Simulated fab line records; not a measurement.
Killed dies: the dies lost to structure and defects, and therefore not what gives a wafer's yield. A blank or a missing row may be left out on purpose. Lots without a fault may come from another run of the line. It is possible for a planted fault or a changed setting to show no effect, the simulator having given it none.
A lot that was struck, set against a sound lot / flow n5-finfet / 34 steps out of a route of 1938
Sound: wafers L416.1, L416.2, L416.5. Wafers L431.2, L431.3, L431.4 were the ones struck. The cause is named last.
At each step with rows: each side's tool, then ch and its chambers, then its first start. Under that, the readings that differ: sound wafers / struck wafers / difference of the means / sigmas: that difference in standard deviations of wafers without a fault.
alike: same words and numbers on both sides, and readings whose means sit less than 2 such deviations apart. not compared: any withheld reading, any reading some wafer has no value for, any bound like >300 that may hide the same value, and any number with overlapping values for which the record gives no deviation.
A row with sigmas, a row that says differs or no value, or rows on one side alone: a step with any of these is where the two part. When numbers do not overlap yet have no deviation, they are printed without sigmas and do not part them. A reading missing from all wafers of one side parts the sides only when that side holds two or more wafers.

first, 9 steps without rows for these wafers: N5_BEOL_M1_ILD_DEP_00 (deposits SiOC from DEMS/O2, target thk 79 nm, time 15.3 s); N5_BEOL_M1_PECVD_72 (deposits SiO2 from TEOS/O2, target thk 16 nm, time 18 s); N5_BEOL_M1_HM_DEP_02 (deposits TiN, target thk 20 nm); N5_BEOL_M1_COAT_61 (time 60 s, resist thk 60 nm); N5_BEOL_M1_COAT_62 (time 60 s, resist thk 12 nm); N5_BEOL_M1_COAT_73 (time 60 s, resist thk 5 nm); N5_BEOL_M1_COAT_05 (resist thk 30 nm); N5_BEOL_M1_EBR_07; N5_BEOL_M1_SOFTBAKE_06 (time 60 s).
N5_BEOL_M1_EXPOSE_08: exposes mask M1.
  sound on euv-scanner-02 ch 0, day 6 13:49; struck on euv-scanner-01 ch 0, day 10 09:58
  alike: mask
then, 3 steps without rows for these wafers: N5_BEOL_M1_PEB_09 (peb time 60 s); N5_BEOL_M1_DEVELOP_10 (develop time 30 s); N5_BEOL_M1_DESCUM_16 (chemistry O2, time 7 s).
N5_BEOL_M1_ETCH_74: etches underlayer in N2/H2, target depth 6.5 nm, time 5.2 s.
  sound on rie-diel-04 ch 0,2,3, day 6 14:14; struck on rie-diel-02 ch 1,2,3, day 10 10:28
reading=model.BEOL_M1.cd-offset-nm (nm); sound=0.2 0.2 0; struck=-0.6 -0.6 -0.2; difference=-0.6; sigmas=
  alike: drypump-motor-current-A, etch-rf-on-time-s, oes-product-au, rf-vpp-V, showerhead-plenum-p-Torr, throttle-valve-pct
  not compared: rf-hours-counter-h
then, 5 steps without rows for these wafers: N5_BEOL_M1_ETCH_63 (etches SiARC in CF4, target depth 15.6 nm, time 26 s); N5_BEOL_M1_ETCH_64 (etches SOC in N2/H2, target depth 75 nm, overetch 15 nm, time 112.5 s); N5_BEOL_M1_STRIP_65 (strips in N2/H2); N5_BEOL_M1_STRIP_75 (strips in N2/H2); N5_BEOL_M1_STRIP_66 (strips in CF4).
N5_BEOL_M1_HM_OPEN_17: chemistry Cl2/BCl3, target TiN, target depth 20 nm, overetch 6 nm.
  sound on rie-metal-01 ch 0,1, day 6 14:27; struck on rie-metal-01 ch 0,1, day 10 10:41
  alike: bcl3-flow-sccm, drypump-motor-current-A, oes-product-au, throttle-valve-pct
  not compared: rf-hours-counter-h, model.BEOL_M1.cd-offset-nm
then, 12 steps without rows for these wafers: N5_BEOL_M1_STRIP_19 (strips in O2); N5_BEOL_M1_COAT_67 (time 60 s, resist thk 60 nm); N5_BEOL_M1_COAT_68 (time 60 s, resist thk 12 nm); N5_BEOL_M1_COAT_76 (time 60 s, resist thk 5 nm); N5_BEOL_M1_COAT_22 (resist thk 30 nm); N5_BEOL_M1_EBR_24; N5_BEOL_M1_SOFTBAKE_23 (time 60 s); N5_BEOL_M1_EXPOSE_25 (exposes mask V0, defocus 5 nm, target cd 24 nm); N5_BEOL_M1_PEB_26 (peb time 60 s); N5_BEOL_M1_DEVELOP_27 (develop time 30 s); N5_BEOL_M1_DESCUM_33 (chemistry O2, time 7 s); N5_BEOL_M1_ETCH_77 (etches underlayer in N2/H2, target depth 6.5 nm, time 5.2 s).
-- here the record skips 2 days between the struck wafers' starts before and after, leaving off in module BEOL_M1 and picking up in module BEOL_M4 (first step shown: number 1111 of the route) --
N5_BEOL_M4_RC_MEAS_101:
  sound on prober-02 ch 0, day 8 15:35; struck on prober-01 ch 0, day 12 15:18
reading=DIBL_N (mV/V); sound=31.6 35.5 34.3; struck=38.2; difference=+4.4; sigmas=+2
reading=IOFF_N (nA/um); sound=0.09 0.14 0.13; struck=0.21; difference=+0.09; sigmas=+2
reading=SS_N (mV/dec); sound=70.1 71.0 70.9; struck=73.7; difference=+3.0; sigmas=+4
  alike: DIBL_P, IOFF_P, ION_N, ION_P, SS_P, VT_N, VT_P
-- a jump in the record: the struck wafers' starts before and after are 4 days apart (it breaks off in module BEOL_M4 and resumes in module PASSIVATION, where the first step shown is number 1936 of the route) --
N5_PASSIVATION_PROBE_49:
  record: rows for the struck wafers here (prober-01, day 16 19:58), none for the sound ones

== WHERE THEY PART ==
First at N5_BEOL_M4_RC_MEAS_101; last, within this record, at N5_PASSIVATION_PROBE_49.

WHY: what had been put in by the simulator
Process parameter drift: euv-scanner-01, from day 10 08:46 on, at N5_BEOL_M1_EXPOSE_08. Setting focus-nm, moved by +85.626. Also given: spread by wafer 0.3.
